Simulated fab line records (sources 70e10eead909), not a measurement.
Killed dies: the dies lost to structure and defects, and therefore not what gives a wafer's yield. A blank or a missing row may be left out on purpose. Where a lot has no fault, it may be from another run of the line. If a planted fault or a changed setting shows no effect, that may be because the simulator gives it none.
Which tool is to blame? -- flow nand harc -- Sampling: 7 lots, 21 wafers, 5 of 1159 route steps

## WHAT THE GAUGES READ, wafer by wafer
NHARC_END_SORT_01.
lot,measured,on,killed at other
L740,day 19 21:43,prober-01,2 1 2
L743,day 20 04:37,prober-02,0 0 0
L749,day 21 05:54,prober-02,0 0 1
L746,day 21 21:27,prober-02,0 0 0
L754,day 23 21:55,prober-01,0 0 634
L759,day 24 08:17,prober-02,1 6 0
L761,day 25 11:17,prober-02,1 2 2

## EACH LOT AND THE TOOL THAT RAN IT (in order: tool; ch and the chambers of the sampled wafers; start)
lot,NHARC_THIN_TSV_DEGAS_49,NHARC_THIN_TSV_PVD_51,NHARC_THIN_TSV_DEGAS_53,NHARC_THIN_TSV_PVD_24
L740,"pvd sputter-03, day 19 02:05","pvd sputter-03, day 19 04:05 or earlier","pvd sputter-03, day 19 04:05","pvd sputter-03, day 19 04:23"
L743,"pvd sputter-01, day 19 09:50","pvd sputter-01, day 19 12:08 or earlier","pvd sputter-01, day 19 12:08","pvd sputter-01, day 19 12:29"
L749,"pvd sputter-01, day 20 14:28","pvd sputter-01, day 20 16:28 or earlier","pvd sputter-03, day 20 16:28","pvd sputter-03, day 20 16:52"
L746,"pvd sputter-02, day 21 04:19","pvd sputter-02, day 21 06:23 or earlier","pvd sputter-01, day 21 06:23","pvd sputter-01, day 21 06:41"
L754,"pvd sputter-02, day 23 00:19","pvd sputter-02, day 23 02:19 or earlier","pvd sputter-02, day 23 02:19","pvd sputter-02, day 23 02:37"
L759,"pvd sputter-03, day 23 12:37","pvd sputter-03, day 23 14:34 or earlier","pvd sputter-01, day 23 14:34","pvd sputter-01, day 23 14:59"
L761,"pvd sputter-01, day 24 19:16","pvd sputter-01, day 24 21:36 or earlier","pvd sputter-03, day 24 21:36","pvd sputter-03, day 24 21:53"
- NHARC_THIN_TSV_DEGAS_49: time 120 s.
- NHARC_THIN_TSV_PVD_51: deposits Cu, target thk 100 nm.
- NHARC_THIN_TSV_DEGAS_53: time 60 s.
- NHARC_THIN_TSV_PVD_24: deposits Al, target thk 800 nm.

## THE ANSWER, worked out from the rows above alone
Rule: what is usual is taken from the lots themselves. Put in order of their means at a reading, lots are off if they are a third of the lots or fewer, leave a main group of 4 or more, and stand apart from it by a gap of 3 or more times the standard deviation of the main group's means; of several such gaps the widest counts. The tables above print the reading to a certain number of digits; a main group whose means all agree to those digits is not used. Also off: a lot with no number at a reading for which 4 or more lots have one. Any other lot the step has rows for is counted as sound.
Off, at NHARC_END_SORT_01 on killed at other: L754. For the main group the mean is 1.0 and the standard deviation 0.92.
If a tool, at a process step before that reading, ran all the lots that are off and no sound lot after the first of them, it fits. Gauges at NHARC_END_SORT_01: tried the same way as those tools. With no start given for some of its lots, NHARC_THIN_TSV_PVD_51 uses the hours and lot order of NHARC_THIN_TSV_DEGAS_53. This does not decide it: 2 tools fit, namely pvd sputter-02 at NHARC_THIN_TSV_DEGAS_49 and NHARC_THIN_TSV_PVD_51 and NHARC_THIN_TSV_DEGAS_53 and NHARC_THIN_TSV_PVD_24 and prober-01 at NHARC_END_SORT_01.

## WHAT THE SIMULATOR HAD PUT IN
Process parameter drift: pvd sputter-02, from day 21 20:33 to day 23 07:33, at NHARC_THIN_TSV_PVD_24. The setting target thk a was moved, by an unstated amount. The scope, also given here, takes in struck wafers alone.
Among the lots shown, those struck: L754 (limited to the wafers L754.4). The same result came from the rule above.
